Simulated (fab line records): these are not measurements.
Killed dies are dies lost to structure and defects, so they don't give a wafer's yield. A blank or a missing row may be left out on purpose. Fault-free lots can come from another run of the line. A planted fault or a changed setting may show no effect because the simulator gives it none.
Chamber matching || flow n5-finfet || N5_BEOL_M0_STRIP_104 on rie-diel-04 has 4 sister chambers
The step strips in N2/H2. 16 wafers are shown with their chamber, then 8 later ones without.

## WAFERS, EACH WITH ITS CHAMBER
{"wafer": "L075.1", "chamber": 2, "showerhead-plenum-p-Torr (Torr)": 2.54, "throttle-valve-pct (%)": 23.75, "drypump-motor-current-A (A)": 5.5}
{"wafer": "L075.2", "chamber": 0, "showerhead-plenum-p-Torr (Torr)": 2.45, "throttle-valve-pct (%)": 23.42, "drypump-motor-current-A (A)": 5.9}
{"wafer": "L075.4", "chamber": 3, "showerhead-plenum-p-Torr (Torr)": 2.43, "throttle-valve-pct (%)": 23.43, "drypump-motor-current-A (A)": 6.1}
{"wafer": "L077.1", "chamber": 1, "showerhead-plenum-p-Torr (Torr)": 2.63, "throttle-valve-pct (%)": 23.80, "drypump-motor-current-A (A)": 5.6}
{"wafer": "L077.2", "chamber": 3, "showerhead-plenum-p-Torr (Torr)": 2.42, "throttle-valve-pct (%)": 23.47, "drypump-motor-current-A (A)": 6.1}
{"wafer": "L077.4", "chamber": 2, "showerhead-plenum-p-Torr (Torr)": 2.53, "throttle-valve-pct (%)": 23.75, "drypump-motor-current-A (A)": 5.6}
{"wafer": "L078.4", "chamber": 2, "showerhead-plenum-p-Torr (Torr)": 2.53, "throttle-valve-pct (%)": 23.78, "drypump-motor-current-A (A)": 5.5}
{"wafer": "L078.5", "chamber": 1, "showerhead-plenum-p-Torr (Torr)": 2.63, "throttle-valve-pct (%)": 23.80, "drypump-motor-current-A (A)": 5.5}
{"wafer": "L078.6", "chamber": 2, "showerhead-plenum-p-Torr (Torr)": 2.53, "throttle-valve-pct (%)": 23.77, "drypump-motor-current-A (A)": 5.5}
{"wafer": "L080.1", "chamber": 2, "showerhead-plenum-p-Torr (Torr)": 2.53, "throttle-valve-pct (%)": 23.81, "drypump-motor-current-A (A)": 5.5}
{"wafer": "L080.2", "chamber": 3, "showerhead-plenum-p-Torr (Torr)": 2.42, "throttle-valve-pct (%)": 23.47, "drypump-motor-current-A (A)": 6.1}
{"wafer": "L080.6", "chamber": 2, "showerhead-plenum-p-Torr (Torr)": 2.53, "throttle-valve-pct (%)": 23.80, "drypump-motor-current-A (A)": 5.5}
{"wafer": "L087.1", "chamber": 0, "showerhead-plenum-p-Torr (Torr)": 2.44, "throttle-valve-pct (%)": 23.45, "drypump-motor-current-A (A)": 5.9}
{"wafer": "L087.4", "chamber": 1, "showerhead-plenum-p-Torr (Torr)": 2.62, "throttle-valve-pct (%)": 23.81, "drypump-motor-current-A (A)": 5.6}
{"wafer": "L087.6", "chamber": 0, "showerhead-plenum-p-Torr (Torr)": 2.44, "throttle-valve-pct (%)": 23.43, "drypump-motor-current-A (A)": 5.8}
{"wafer": "L089.2", "chamber": 1, "showerhead-plenum-p-Torr (Torr)": 2.62, "throttle-valve-pct (%)": 23.82, "drypump-motor-current-A (A)": 5.5}

SIGNATURES (means of the wafers above)
{"reading": "showerhead-plenum-p-Torr", "chamber 0": 2.4433, "chamber 1": 2.6250, "chamber 2": 2.5317, "chamber 3": 2.4233, "scatter within a chamber": 0.00514}
{"reading": "throttle-valve-pct", "chamber 0": 23.4333, "chamber 1": 23.8075, "chamber 2": 23.7767, "chamber 3": 23.4567, "scatter within a chamber": 0.0203}
{"reading": "drypump-motor-current-A", "chamber 0": 5.867, "chamber 1": 5.550, "chamber 2": 5.517, "chamber 3": 6.100, "scatter within a chamber": 0.0456}
Rule: for a wafer and a chamber, the distance is found by dividing, reading by reading, the gap between the wafer's reading and the chamber's mean by the reading's scatter, squaring, summing and taking the root. If the next closest chamber is less than 2 further off than the closest, the wafer can't be placed; otherwise it belongs to the closest. The scatter is the square root of a quotient: the sum, over the shown wafers, of each reading's squared deviation from its chamber's mean, divided by wafers minus chambers.

## WAFERS WHOSE CHAMBER IS MISSING
{"wafer": "L089.4", "showerhead-plenum-p-Torr (Torr)": 2.44, "throttle-valve-pct (%)": 23.44, "drypump-motor-current-A (A)": 5.9}
{"wafer": "L089.6", "showerhead-plenum-p-Torr (Torr)": 2.62, "throttle-valve-pct (%)": 23.82, "drypump-motor-current-A (A)": 5.6}
{"wafer": "L091.3", "showerhead-plenum-p-Torr (Torr)": 2.44, "throttle-valve-pct (%)": 23.46, "drypump-motor-current-A (A)": 5.9}
{"wafer": "L091.4", "showerhead-plenum-p-Torr (Torr)": 2.52, "throttle-valve-pct (%)": 23.81, "drypump-motor-current-A (A)": 5.6}
{"wafer": "L091.5", "showerhead-plenum-p-Torr (Torr)": 2.52, "throttle-valve-pct (%)": 23.84, "drypump-motor-current-A (A)": 5.6}
{"wafer": "L094.1", "showerhead-plenum-p-Torr (Torr)": 2.52, "throttle-valve-pct (%)": 23.82, "drypump-motor-current-A (A)": 5.5}
{"wafer": "L094.3", "showerhead-plenum-p-Torr (Torr)": 2.44, "throttle-valve-pct (%)": 23.44, "drypump-motor-current-A (A)": 5.9}
{"wafer": "L094.5", "showerhead-plenum-p-Torr (Torr)": 2.61, "throttle-valve-pct (%)": 23.84, "drypump-motor-current-A (A)": 5.5}

## THE CHAMBER EACH PASSED THROUGH
{"wafer": "L089.4", "from the rows above": 0, "in truth": 0}
{"wafer": "L089.6", "from the rows above": 1, "in truth": 1}
{"wafer": "L091.3", "from the rows above": 0, "in truth": 0}
{"wafer": "L091.4", "from the rows above": 2, "in truth": 2}
{"wafer": "L091.5", "from the rows above": 2, "in truth": 2}
{"wafer": "L094.1", "from the rows above": 2, "in truth": 2}
{"wafer": "L094.3", "from the rows above": 0, "in truth": 0}
{"wafer": "L094.5", "from the rows above": 1, "in truth": 1}
Correct placement for 8 of the 8. Not placeable from these rows: 0. Wrongly placed: 0.
